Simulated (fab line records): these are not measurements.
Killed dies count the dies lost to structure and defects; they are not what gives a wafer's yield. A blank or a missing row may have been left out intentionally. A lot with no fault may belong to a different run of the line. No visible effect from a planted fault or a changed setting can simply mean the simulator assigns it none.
Matching of chambers / flow n5_finfet / rie_diel-04 running N5_BEOL_M9_ETCH_62: 4 sister chambers
The step etches SOC in N2/H2, target depth 110 nm, overetch 22 nm, time 165 s. 7 wafers are shown with their chamber, then 7 later ones without.

WAFERS WITH THEIR CHAMBER
wafer=L077.4; chamber=3; drypump_motor_current_A (A)=5.6; showerhead_plenum_p_Torr (Torr)=2.50
wafer=L077.5; chamber=2; drypump_motor_current_A (A)=5.3; showerhead_plenum_p_Torr (Torr)=2.65
wafer=L086.5; chamber=0; drypump_motor_current_A (A)=5.8; showerhead_plenum_p_Torr (Torr)=2.48
wafer=L076.3; chamber=0; drypump_motor_current_A (A)=5.8; showerhead_plenum_p_Torr (Torr)=2.48
wafer=L076.6; chamber=3; drypump_motor_current_A (A)=5.6; showerhead_plenum_p_Torr (Torr)=2.49
wafer=L091.2; chamber=1; drypump_motor_current_A (A)=6.2; showerhead_plenum_p_Torr (Torr)=2.71
wafer=L091.5; chamber=1; drypump_motor_current_A (A)=6.3; showerhead_plenum_p_Torr (Torr)=2.71

WAFERS MISSING THEIR CHAMBER
wafer=L091.6; drypump_motor_current_A (A)=5.2; showerhead_plenum_p_Torr (Torr)=2.64
wafer=L093.2; drypump_motor_current_A (A)=5.2; showerhead_plenum_p_Torr (Torr)=2.63
wafer=L093.4; drypump_motor_current_A (A)=5.7; showerhead_plenum_p_Torr (Torr)=2.49
wafer=L093.6; drypump_motor_current_A (A)=5.8; showerhead_plenum_p_Torr (Torr)=2.48
wafer=L096.2; drypump_motor_current_A (A)=6.3; showerhead_plenum_p_Torr (Torr)=2.70
wafer=L096.5; drypump_motor_current_A (A)=5.8; showerhead_plenum_p_Torr (Torr)=2.48
wafer=L096.6; drypump_motor_current_A (A)=6.3; showerhead_plenum_p_Torr (Torr)=2.70

THE CHAMBER EACH PASSED THROUGH
wafer=L091.6; from the rows above=2; in truth=2
wafer=L093.2; from the rows above=2; in truth=2
wafer=L093.4; from the rows above=can't be placed: 3 or 0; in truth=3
wafer=L093.6; from the rows above=0; in truth=0
wafer=L096.2; from the rows above=1; in truth=1
wafer=L096.5; from the rows above=0; in truth=0
wafer=L096.6; from the rows above=1; in truth=1
Placed correctly: 6 of 7. Not placeable from these rows: 1 (in 1, the candidates include the true chamber). 0 placed wrongly.
How it was worked out, from the rows above alone: a wafer's distance from a chamber is the root of the sum, over the readings, of the square of ((its reading less the chamber's mean) divided by the reading's scatter). The wafer belongs to the nearest chamber; if the next one is less than 2 further off, it can't be placed. Each chamber's mean is taken over the wafers shown for it. The scatter: the root of (the sum of the squares of (reading less its chamber's mean) over the shown wafers, divided by (wafers less chambers)).
